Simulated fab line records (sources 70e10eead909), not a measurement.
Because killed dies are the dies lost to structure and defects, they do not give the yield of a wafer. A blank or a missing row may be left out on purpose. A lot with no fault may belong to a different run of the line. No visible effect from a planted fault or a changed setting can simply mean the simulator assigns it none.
Which of the tools did it? -- flow nand-harc -- 18 wafers from 6 lots sampled at 5 of the route's 1302 steps

WHAT THE GAUGES SHOWED, per wafer
NHARC_END_SORT_01.
lot -- measured -- on -- killed-at-array

EACH LOT AND THE TOOL THAT RAN IT (in order: tool; ch and the chambers of the sampled wafers; start)
lot,NHARC_A_STAIRCASE_TRIM_24,NHARC_A_STAIRCASE_ETCH_188,NHARC_A_STAIRCASE_TRIM_193,NHARC_A_STAIRCASE_ETCH_194
L509,"rie-diel-13 ch 0,2,3, day 17 02:35 or earlier","rie-diel-12 ch 1,2,3, day 17 02:35","rie-diel-12 ch 0,2,3, no start","rie-diel-12 ch 0,1,3, no start"
L520,"rie-diel-12 ch 0,1,2, day 21 19:43 or earlier","rie-diel-03 ch 0,1,3, day 21 19:43","rie-diel-03 ch 0,1,2, no start","rie-diel-03 ch 1,2,3, no start"
L521,"rie-diel-12 ch 0,1, day 23 00:02 or earlier","rie-diel-12 ch 0,1,2, day 23 00:02","rie-diel-12 ch 1,2, no start","rie-diel-12 ch 0,3, no start"
L524,"rie-diel-13 ch 0,1,2, day 23 19:32 or earlier","rie-diel-13 ch 0,1, day 23 19:32","rie-diel-13 ch 2,3, no start","rie-diel-13 ch 0,2, no start"
L528,"rie-diel-03 ch 0,1,2, day 25 02:37 or earlier","rie-diel-03 ch 0,1, day 25 02:37","rie-diel-03 ch 1,2,3, no start","rie-diel-03 ch 0,1,3, no start"
L527,"rie-diel-13 ch 0,3, day 25 05:47 or earlier","rie-diel-03 ch 0,2,3, day 25 05:47","rie-diel-03 ch 0,2,3, no start","rie-diel-03 ch 1,2,3, no start"
- NHARC_A_STAIRCASE_TRIM_24: chemistry O2, time 211.2 s.
- NHARC_A_STAIRCASE_ETCH_188: etches the open film in C4F8/O2, target depth 100 nm, time 40.5 s.
- NHARC_A_STAIRCASE_TRIM_193: chemistry O2, time 211.2 s.
- NHARC_A_STAIRCASE_ETCH_194: etches the open film in C4F8/O2, target depth 100 nm, time 40.5 s.

THE ANSWER, worked out from the rows above alone
Rule: usual is defined by the lots themselves. Put in order of their means at a reading, lots are off if they are a third of the lots or fewer, leave a main group of 4 or more, and stand apart from it by a gap of 3 or more times the standard deviation of the main group's means; of several such gaps the widest counts. Not used: any main group whose means are identical at the precision the tables above print for the reading. Also off: a lot with no number at a reading for which 4 or more lots have one. Where the step has rows for the other lots, those lots are counted as sound.
No lot is off on any of the readings shown, so nothing can be concluded from this.

WHAT WAS PUT IN BY THE SIMULATOR
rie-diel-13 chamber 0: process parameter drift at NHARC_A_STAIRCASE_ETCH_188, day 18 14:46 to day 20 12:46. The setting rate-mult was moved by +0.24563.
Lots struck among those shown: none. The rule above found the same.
